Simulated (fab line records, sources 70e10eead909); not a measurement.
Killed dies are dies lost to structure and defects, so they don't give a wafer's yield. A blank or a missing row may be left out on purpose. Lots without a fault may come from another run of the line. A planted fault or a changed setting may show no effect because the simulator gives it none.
Chamber matching | flow nand_harc | NHARC_A_WL_FILL_ALD_02 on ald_metal-01: 4 sister chambers
The step deposits TiN, target thk 2 nm, pulse time 3 s, ald cycles 100. 14 wafers are shown with their chamber, then 7 later ones without.

WAFERS WITH THEIR CHAMBER
wafer  | chamber | heater_power_outer_w (W) | heater_power_w (W) | precursor_pulse_height_rel
L075.3 | 1       | 564                      | 992                | 1.027
L075.5 | 0       | 593                      | 902                | 0.996
L075.6 | 2       | 650                      | 1009               | 0.973
L077.1 | 1       | 568                      | 986                | 1.002
L077.3 | 0       | 602                      | 909                | 1.012
L077.5 | 1       | 563                      | 975                | 1.019
L079.1 | 1       | 572                      | 991                | 1.009
L079.2 | 0       | 613                      | 902                | 0.972
L079.6 | 0       | 612                      | 914                | 1.000
L080.1 | 3       | 645                      | 992                | 1.019
L080.2 | 0       | 602                      | 934                | 1.004
L080.3 | 1       | 582                      | 1022               | 1.012
L083.2 | 3       | 664                      | 968                | 0.976
L083.4 | 0       | 605                      | 949                | 1.020

SIGNATURES (means of the wafers above)
reading                    | chamber 0 | chamber 1 | chamber 2 | chamber 3 | scatter within a chamber
heater_power_outer_w       | 604.50    | 569.80    | 650.00    | 654.50    | 8.31
heater_power_w             | 918.33    | 993.20    | 1009.00   | 980.00    | 18.3
precursor_pulse_height_rel | 1.00067   | 1.01380   | 0.97300   | 0.99750   | 0.0163
Rule: a wafer's distance from a chamber is the root of the sum, over the readings, of the square of ((its reading less the chamber's mean) divided by the reading's scatter). The wafer belongs to the nearest chamber; if the next one is less than 2 further off, it can't be placed. The scatter: the root of (the sum of the squares of (reading less its chamber's mean) over the shown wafers, divided by (wafers less chambers)).

WAFERS WITHOUT THEIR CHAMBER
wafer  | heater_power_outer_w (W) | heater_power_w (W) | precursor_pulse_height_rel
L083.5 | 569                      | 1002               | 1.027
L091.2 | 601                      | 915                | 0.980
L091.4 | 580                      | 999                | 0.984
L091.6 | 613                      | 899                | 1.027
L094.1 | 608                      | 931                | 0.998
L094.4 | 597                      | 894                | 0.970
L094.6 | 650                      | 954                | 1.008

WHICH CHAMBER EACH WENT THROUGH
wafer  | from the rows above | in truth
L083.5 | 1                   | 1
L091.2 | 0                   | 0
L091.4 | 1                   | 1
L091.6 | 0                   | 0
L094.1 | 0                   | 0
L094.4 | 0                   | 0
L094.6 | 3                   | 3
Placed correctly: 7 of 7. Can't be placed from these rows: 0. Placed wrongly: 0.
